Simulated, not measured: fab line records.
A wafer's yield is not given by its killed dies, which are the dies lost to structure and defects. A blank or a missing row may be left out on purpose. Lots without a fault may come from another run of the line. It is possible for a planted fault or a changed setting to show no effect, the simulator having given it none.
Code-filled problem report in 8D (eight disciplines) form ; flow nandHarc ; the parts of the form that need people (team, actions taken, sign-off) are left out

1. THE ISSUE
killedAtArray at NHARC_END_SORT_01 reads a mean of 114 on 6 wafers of 2 lots; wafers without a fault read 29 with a standard deviation of 11. That puts it +7.8 standard deviations away from the usual mean.
Earliest sighting: wafer L288.1 on prober-02 at day 23 05:43. Wafers with a number at this step in the record: 39, from 13 lots. By rule, "out" or "out of limits" means more than 4 standard deviations away from the usual mean. The other wafers with a number count as sound.

2. WHAT IT IS, WHAT IT ISN'T
question;is;is not
which readings at this step;killedAtArray, killedDies;killedAtOther, killedAtPeriphery, killedOpen
which lots;L288, L289;L272, L273, L274, L275, L276, L277, L278, L286, L291, L292, L295
which wafers of those lots;all that have a number;-
read on which gauges;prober-01, prober-02;-
when;from day 23 05:43;"up to then (24 sound wafers); but 9 sound wafers of L291, L292, L295 came after"

3. SUSPECTS, AND WHAT RULES EACH OUT
Counting: a tool at any process step up to the reading remains a suspect when it ran all the lots that are out and ran no sound lot after the first of those.
- ruled out: the gauge at NHARC_END_SORT_01. Those wafers that are out were read across 2 gauges (prober-01, prober-02).
- rieDiel-04 at NHARC_A_STAIRCASE_ETCH_236 (etches the open film in C4F8/O2, target depth 100 nm, time 40.5 s): kept. It processed each lot that is out, first L288 at day 15 08:39, and no sound lot thereafter; up to then, the last sound lot it processed was L286 at day 15 03:00.
The count leaves rieDiel-04 at NHARC_A_STAIRCASE_ETCH_236.

4. THE CAUSE (what the simulator had put in)
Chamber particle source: rieDiel-04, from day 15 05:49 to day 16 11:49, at NHARC_A_STAIRCASE_ETCH_236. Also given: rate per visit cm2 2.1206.
Counting left only this tool.

5. THE EFFECT CHAIN, in route order
Each row: a reading whose mean over the struck wafers that have a number lies more than 3 standard deviations from the usual. Only readings whose record carries a usual standard deviation are examined. hours: median over the lots of the time between each lot's start at the first step of this table that gives one and its start at this step. sigmas: the change, counted in usual standard deviations.
hours;step;reading;usual;on struck wafers;change;sigmas
0;NHARC_END_SORT_01;killedAtArray;29;114;+85;+7.8
0;NHARC_END_SORT_01;killedDies;33;117;+84;+7.6

6. HOW IT WOULD HAVE BEEN CAUGHT EARLIER
In this record the first reading out of limits at a measuring or inspecting step was taken at day 23 05:43, 192 hours after the fault began at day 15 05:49.
Tool readings at NHARC_A_STAIRCASE_ETCH_236 with a usual standard deviation given in the record: none out on any struck wafer, hence no alarm at a limit of 4 standard deviations on them.
The start of NHARC_A_STAIRCASE_ETCH_236 on rieDiel-04 came by day 23 05:43 for every one of the lots that are out (2). None of them would have been spared by holding the tool at that moment.
